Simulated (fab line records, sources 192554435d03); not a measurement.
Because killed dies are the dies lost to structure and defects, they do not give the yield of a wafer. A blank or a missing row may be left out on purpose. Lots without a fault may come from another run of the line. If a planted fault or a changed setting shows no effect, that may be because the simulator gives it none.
fab line records    flow n5_finfet
[record] lots = 11  wafers = 30  last_day = 16
route steps=1938 shown MIM_TOP@1837 MIM_TOP_LITHO@1850 MIM_BOT_LITHO@1858 PASSIVATION@1936
lots that met no fault: from a run of the same line without faults
start_h: the number of hours between the record's first day and the start of the first shown wafer of the lot    wait_h: hours since the lot's step before    " same as the row above    L1.1+2: one row covering several wafers at once    - no value, or no start given    * or withheld: withheld    < > ~ a bound
route shown NAME@n: a module of which the file shows steps, and the number in the route of the first    usual: average and standard deviation across the fault-free wafers    same: alike in all rows    chamber/n: place in a boat    sites: per-site readings    _std_site: the standard deviation of these    _edge_site: the outer-site mean with the inner-site mean subtracted    radius_mm: for every site, how far away it sits from the centre of the wafer    mask NAME#n: copy n    behind: the tool/chamber that last shaped the wafer    hold: the reason the lot was held/the length of the hold in hours/how it ended    device: which transistor (n, p or np) failed to switch    end of line: the tests these same wafers got at the end of their route    a step given without rows: its recipe and nothing more    killed: not the wafer's yield, but the dies lost to structure and defects at the first sort    map: per-die view of a wafer (x killed, . not killed, _ where there is no die)
set.NAME: the run value of the setting; set.NAME@STEP: its run value at that earlier step    model.NAME: the simulator's own value behind a step, which no gauge read
steps of the route over a sample of lots; a table a step, a row a wafer
services: the hour from which a tool's chamber was out of use, counted from the record's first day as start_h (under 0 if before that day), plus the number of hours and why
[[steps]]
[step N5_MIM_TOP_DEGAS_04]
[recipe] ambient = vacuum  temp_c = 300  time_s = 60
[usual] heater_power_w = 459/60
lot.wafer  tool            chamber  start_h  wait_h  heater_power_w
L388.2     pvd_sputter-01  -        267.85   -       438
L388.3     "               -        "        "       366
L388.5     "               -        "        "       425
L389.2     pvd_sputter-01  -        270.83   -       437
L389.4     "               -        "        "       411
L389.5     "               -        "        "       382
L390.2     pvd_sputter-02  -        296.78   -       533
L390.5     "               -        "        "       386
L390.6     "               -        "        "       490
L391.2     pvd_sputter-02  -        296.90   -       498
L391.4     "               -        "        "       507
L391.6     "               -        "        "       387
L395.1     pvd_sputter-02  -        321.41   -       509
L395.3     "               -        "        "       512
L395.4     "               -        "        "       394
L396.3     pvd_sputter-03  -        333.81   -       591
L396.4     "               -        "        "       388
L396.6     "               -        "        "       395
L399.1     pvd_sputter-03  -        340.63   -       499
L399.3     "               -        "        "       595
L401.1     pvd_sputter-01  -        353.22   -       386
L401.2     "               -        "        "       431
L401.3     "               -        "        "       410
L402.1     pvd_sputter-02  -        358.35   -       492
L402.2     "               -        "        "       500
L403.1     pvd_sputter-02  -        366.33   -       488
L403.2     "               -        "        "       522
L403.6     "               -        "        "       395
L407.2     pvd_sputter-01  -        385.31   -       431
L407.5     "               -        "        "       378
[step N5_MIM_TOP_LITHO_DESCUM_10]
[recipe] chemistry = O2  time_s = 7.9  source_power_w = 50  bias_power_w = 20  pressure_mtorr = 20  rf_frequency_hz = 2.712e+07  temp_c = 40  o2_flow_sccm = 225
[usual] drypump_motor_current_A = 5.6/0.5  oes_product_au = 0.82/0.068  rf_vpp_V = 242.9/1.4  showerhead_plenum_p_Torr = 2.08/0.069  throttle_valve_pct = 20.35/0.24
lot.wafer  tool         chamber  start_h  wait_h  drypump_motor_current_A  oes_product_au  rf_hours_counter_h  rf_vpp_V  showerhead_plenum_p_Torr  throttle_valve_pct
L388.2     rie_diel-03  0        268.37   0.0     6.1                      0.86            57                  242.1     2.05                      20.78
L388.3     "            1        "        "       5.3                      0.78            106                 242.3     2.04                      20.32
L388.5     "            1        "        "       5.3                      0.79            -                   242.5     2.04                      20.32
L389.2     rie_diel-02  3        271.49   0.2     5.3                      0.86            63                  245.4     2.22                      20.33
L389.4     "            1        "        "       6.4                      0.90            -                   242.4     2.04                      19.85
L389.5     "            3        "        "       5.3                      0.87            -                   246.3     2.22                      20.34
L390.2     rie_diel-03  1        297.42   0.0     5.3                      0.77            115                 242.0     2.04                      20.34
L390.5     "            2        "        "       5.9                      0.93            -                   241.7     2.07                      20.20
L390.6     "            3        "        "       5.2                      0.70            -                   242.8     2.14                      20.38
L391.2     rie_diel-04  1        297.46   0.0     6.0                      0.70            247                 243.5     2.15                      20.90
L391.4     "            2        "        "       5.1                      0.86            58                  242.3     2.05                      20.38
L391.6     "            2        "        "       5.1                      0.87            -                   243.0     2.05                      20.38
L395.1     rie_diel-02  1        321.93   0.0     6.4                      0.88            52                  242.4     2.04                      19.88
L395.3     "            3        "        "       5.3                      0.84            79                  245.7     2.21                      20.37
L395.4     "            2        "        "       5.1                      0.80            -                   240.7     2.03                      20.41
L396.3     rie_diel-03  3        334.46   0.0     5.2                      0.69            208                 242.9     2.14                      20.38
L396.4     "            1        "        "       5.3                      0.77            131                 242.6     2.03                      20.37
L396.6     "            1        "        "       5.3                      0.77            -                   242.4     2.03                      20.38
L399.1     rie_diel-03  1        341.15   0.0     5.3                      0.76            134                 242.8     2.03                      20.35
L399.3     "            0        "        "       6.1                      0.81            85                  241.2     2.04                      20.81
L401.1     rie_diel-02  3        353.74   0.0     5.2                      0.83            91                  245.7     2.21                      20.38
L401.2     "            2        "        "       5.2                      0.79            125                 243.0     2.02                      20.42
L401.3     "            0        "        "       5.1                      0.90            19                  245.3     2.21                      20.43
L402.1     rie_diel-03  1        358.99   0.0     5.3                      0.76            139                 241.9     2.03                      20.38
L402.2     "            0        "        "       6.1                      0.82            90                  241.5     2.04                      20.83
L403.1     rie_diel-04  0        367.00   0.0     4.9                      0.85            53                  242.0     2.02                      20.24
L403.2     "            1        "        "       6.0                      0.93            14                  244.1     2.14                      20.38
L403.6     "            1        "        "       6.0                      0.93            -                   244.0     2.14                      20.39
L407.2     rie_diel-02  2        386.02   0.2     5.1                      0.77            138                 241.9     2.02                      20.45
L407.5     "            2        "        "       5.1                      0.76            -                   242.0     2.02                      20.45
[step N5_MIM_BOT_LITHO_EXPOSE_05]
[recipe] mask_id = MIM_BOT  na = 0.55  source_shape = conventional  sigma_outer = 0.8  polarization = unpolarized  dose_mj = 24.25
[usual] stage_vel_mm_s = 500.01/0.26
lot.wafer  tool            chamber  start_h  wait_h  mask       stage_vel_mm_s
L388.2     krf_scanner-02  0        268.99   -       MIM_BOT#0  500.55
L388.3     "               0        "        "       MIM_BOT#0  500.45
L388.5     "               0        "        "       MIM_BOT#0  499.83
L389.2     krf_scanner-01  0        272.09   -       MIM_BOT#0  500.31
L389.4     "               0        "        "       MIM_BOT#0  500.26
L389.5     "               0        "        "       MIM_BOT#0  499.92
L391.2     krf_scanner-02  0        298.10   -       MIM_BOT#0  499.96
L391.4     "               0        "        "       MIM_BOT#0  500.13
L391.6     "               0        "        "       MIM_BOT#0  500.38
L390.2     krf_scanner-01  0        298.26   -       MIM_BOT#0  499.88
L390.5     "               0        "        "       MIM_BOT#0  500.21
L390.6     "               0        "        "       MIM_BOT#0  500.07
L395.1     krf_scanner-01  0        322.41   -       MIM_BOT#0  499.99
L395.3     "               0        "        "       MIM_BOT#0  499.74
L395.4     "               0        "        "       MIM_BOT#0  500.37
L396.3     krf_scanner-02  0        335.28   -       MIM_BOT#0  499.70
L396.4     "               0        "        "       MIM_BOT#0  499.62
L396.6     "               0        "        "       MIM_BOT#0  500.00
L399.1     krf_scanner-02  0        341.98   -       MIM_BOT#0  500.17
L399.3     "               0        "        "       MIM_BOT#0  499.65
L401.1     krf_scanner-02  0        354.34   -       MIM_BOT#0  500.01
L401.2     "               0        "        "       MIM_BOT#0  499.84
L401.3     "               0        "        "       MIM_BOT#0  499.82
L402.1     krf_scanner-02  0        359.46   -       MIM_BOT#0  500.05
L402.2     "               0        "        "       MIM_BOT#0  499.99
L403.1     krf_scanner-01  0        367.47   -       MIM_BOT#0  499.70
L403.2     "               0        "        "       MIM_BOT#0  500.03
L403.6     "               0        "        "       MIM_BOT#0  500.00
L407.2     krf_scanner-02  0        386.65   -       MIM_BOT#0  500.19
L407.5     "               0        "        "       MIM_BOT#0  500.02
[step N5_MIM_BOT_LITHO_CD_MEAS_08]
[recipe] target_cd_nm = 3000  landing_energy_ev = 500  detector = se_inlens  polarity = opening
[usual] cd_nm = 2999.2/1.9
lot.wafer  tool       chamber  start_h  wait_h  cd_nm
L388.2     cd_sem-02  0        269.17   -       2996.7
L388.3     "          0        "        "       2997.3
L388.5     "          0        "        "       2999.6
L389.2     cd_sem-03  0        272.26   -       2999.5
L389.4     "          0        "        "       2999.4
L389.5     "          0        "        "       3001.4
L391.2     cd_sem-03  0        298.27   -       2999.0
L391.4     "          0        "        "       2997.6
L391.6     "          0        "        "       2996.2
L390.2     cd_sem-01  0        298.43   -       2998.7
L390.5     "          0        "        "       2999.7
L390.6     "          0        "        "       2999.2
L395.1     cd_sem-03  0        322.59   -       2999.6
L395.3     "          0        "        "       3001.1
L395.4     "          0        "        "       2998.4
L396.3     cd_sem-03  0        335.44   -       2996.5
L396.4     "          0        "        "       2998.4
L396.6     "          0        "        "       2999.0
L399.1     cd_sem-02  0        342.15   -       3002.2
L399.3     "          0        "        "       3000.8
L401.1     cd_sem-02  0        354.51   -       2997.0
L401.2     "          0        "        "       3025.8
L401.3     "          0        "        "       2999.9
L402.1     cd_sem-02  0        359.64   -       2999.1
L402.2     "          0        "        "       3027.0
L403.1     cd_sem-03  0        367.65   -       2998.6
L403.2     "          0        "        "       2997.0
L403.6     "          0        "        "       2998.5
L407.2     cd_sem-03  0        386.83   -       3030.4
L407.5     "          0        "        "       3029.8
[step N5_MIM_BOT_LITHO_DESCUM_10]
[recipe] chemistry = O2  time_s = 7.9  source_power_w = 50  bias_power_w = 20  pressure_mtorr = 20  rf_frequency_hz = 2.712e+07  temp_c = 40  o2_flow_sccm = 225
[usual] drypump_motor_current_A = 5.6/0.5  oes_product_au = 0.83/0.066  rf_vpp_V = 242.8/1.2  showerhead_plenum_p_Torr = 2.07/0.057  throttle_valve_pct = 20.36/0.21
lot.wafer  tool         chamber  start_h  wait_h  drypump_motor_current_A  oes_product_au  rf_hours_counter_h  rf_vpp_V  showerhead_plenum_p_Torr  throttle_valve_pct
L388.2     rie_diel-03  3        269.25   0.0     5.1                      0.70            184                 242.4     2.15                      20.32
L388.3     "            0        "        "       6.1                      0.86            57                  242.2     2.05                      20.77
L388.5     "            0        "        "       6.1                      0.85            -                   241.4     2.05                      20.76
L389.2     rie_diel-03  1        272.35   0.0     5.3                      0.78            107                 241.8     2.04                      20.34
L389.4     "            0        "        "       6.1                      0.85            58                  241.9     2.05                      20.76
L389.5     "            3        "        "       5.2                      0.70            -                   244.7     2.15                      20.33
L391.2     rie_diel-02  3        298.36   0.0     5.3                      0.84            71                  244.0     2.21                      20.36
L391.4     "            2        "        "       5.1                      0.80            105                 242.3     2.03                      20.38
L391.6     "            2        "        "       5.1                      0.80            -                   242.4     2.03                      20.38
L390.2     rie_diel-04  1        298.52   0.0     6.0                      0.70            248                 243.1     2.15                      20.92
L390.5     "            3        "        "       6.2                      0.85            -                   242.6     2.04                      20.15
L390.6     "            2        "        "       5.1                      0.86            -                   241.2     2.05                      20.37
L395.1     rie_diel-04  3        322.68   0.0     6.2                      0.83            59                  242.7     2.04                      20.18
L395.3     "            2        "        "       5.1                      0.84            70                  241.8     2.05                      20.40
L395.4     "            3        "        "       6.2                      0.83            -                   243.5     2.04                      20.17
L396.3     rie_diel-04  3        335.53   0.0     6.2                      0.82            63                  242.7     2.04                      20.18
L396.4     "            0        "        "       5.0                      0.88            41                  244.1     2.02                      20.23
L396.6     "            2        "        "       5.1                      0.83            -                   242.4     2.04                      20.40
L399.1     rie_diel-04  0        342.27   0.1     5.0                      0.86            43                  242.5     2.02                      20.25
L399.3     "            1        "        "       6.0                      0.95            6                   243.3     2.14                      20.38
L401.1     rie_diel-04  0        354.60   0.0     5.0                      0.86            49                  242.1     2.02                      20.25
L401.2     "            3        "        "       6.2                      0.81            71                  242.5     2.03                      20.18
L401.3     "            2        "        "       5.0                      0.84            80                  242.8     2.04                      20.42
L402.1     rie_diel-02  0        359.74   0.1     5.1                      0.89            21                  244.6     2.21                      20.43
L402.2     "            2        "        "       5.2                      0.78            128                 241.6     2.02                      20.43
L403.1     rie_diel-02  0        367.87   0.2     5.1                      0.88            23                  245.2     2.21                      20.42
L403.2     "            1        "        "       6.4                      0.85            68                  242.0     2.03                      19.93
L403.6     "            0        "        "       5.1                      0.88            -                   245.2     2.21                      20.44
L407.2     rie_diel-03  0        386.91   0.0     6.1                      0.80            101                 241.6     2.03                      20.84
L407.5     "            3        "        "       5.2                      0.67            -                   242.3     2.13                      20.39
[step N5_PASSIVATION_PROBE_49]
[usual] defect_limited_yield = 91.7/1.7  killed_at_M0_to_M3 = 34/10  killed_at_M4_up = 13/5.1  killed_at_contacts = 12/6.2  killed_at_front_end = 36/12  killed_at_other = 3.2/2.6  killed_dies = 98/20  killed_open = 65/13  killed_short = 32/8.4  sort_bin_5_function = 4.8/1.1  sort_bin_6_memory = 3.2/0.74  sort_n_pass = 1082/20  sort_yield_pct = 91.7/1.7
[same] gross_dies = 1180  killed_at_back_side = 0  sort_bin_4_leakage[%] = 0  sort_bin_8_speed[%] = 0
lot.wafer  tool       chamber  start_h  wait_h  defect_limited_yield[%]  killed_at_M0_to_M3  killed_at_M4_up  killed_at_contacts  killed_at_front_end  killed_at_other  killed_dies  killed_open  killed_short  sort_bin_5_function[%]  sort_bin_6_memory[%]  sort_n_pass  sort_yield_pct[%]
L407.2     prober-02  -        395.45   0.1     91.0                     36                  25               10                  35                   0                106          75           30            4.5                     4.0                   1074         91.0
// killed by level:class
L407.2 BEOL_M4:geometric_particle:open=16 BEOL_M2:geometric_particle:open=13 MOL_CONTACT_COAG:geometric_particle:open=9 GATE_CUT:geometric_particle:short=6 BEOL_M3:geometric_particle:open=6 STI_FIN_REVEAL:geometric_particle:open=5 FIN_SAQP:geometric_particle:short=4 DUMMY_GATE:geometric_particle:open=4
[[services]]
tool            chamber  start_h  hours  kind
rie_diel-04     0        244.97   22.3   repair
krf_scanner-01  -        246.10   1.3    pm
rie_diel-03     2        251.38   -      clean
rie_diel-03     2        251.38   -      consumable_replace:focus_ring
rie_diel-03     2        251.38   17.0   scheduled_down
rie_diel-03     2        251.38   17.0   vent_cycle
pvd_sputter-01  -        260.51   3.0    repair
rie_diel-02     3        277.74   6.1    repair
krf_scanner-01  -        277.89   2.3    repair
krf_scanner-01  -        287.82   0.5    repair
krf_scanner-02  -        305.95   1.0    pm
rie_diel-02     -        307.01   4.3    pm
krf_scanner-02  -        311.12   4.7    repair
krf_scanner-02  -        315.87   1.3    pm
krf_scanner-02  -        318.24   1.7    repair
rie_diel-02     0        321.23   8.0    repair
krf_scanner-01  -        325.95   0.8    pm
krf_scanner-02  -        340.88   0.4    repair
krf_scanner-02  -        345.35   0.2    repair
rie_diel-03     3        348.19   4.0    repair
krf_scanner-01  -        356.37   3.5    repair
rie_diel-03     1        368.65   27.6   repair
rie_diel-02     3        373.97   29.1   repair
krf_scanner-02  -        382.05   4.0    pm
[[key]]
[first_sign] step = N5_MIM_BOT_LITHO_CD_MEAS_08  reading = cd_nm  direction = up  sigmas = 16  usual = 2999.2  struck = 3028.3
effect none on later readings
met_at N5_MIM_BOT_LITHO_EXPOSE_05
struck_lots L401,L402,L407
struck_wafers L401.2,L402.2,L407.2,L407.5
not_acting_at N5_MIM_TOP_DEGAS_04,N5_MIM_TOP_LITHO_DESCUM_10,N5_MIM_BOT_LITHO_DESCUM_10
onset_between 341.98 354.34
[fault] kind = process_parameter_drift  tool = krf_scanner-02  chamber = -  onset_h = 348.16  steps = N5_MIM_BOT_LITHO_EXPOSE_05  channel = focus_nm  offset = 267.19  shape = step  end_h = 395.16  scope = struck_wafers_only
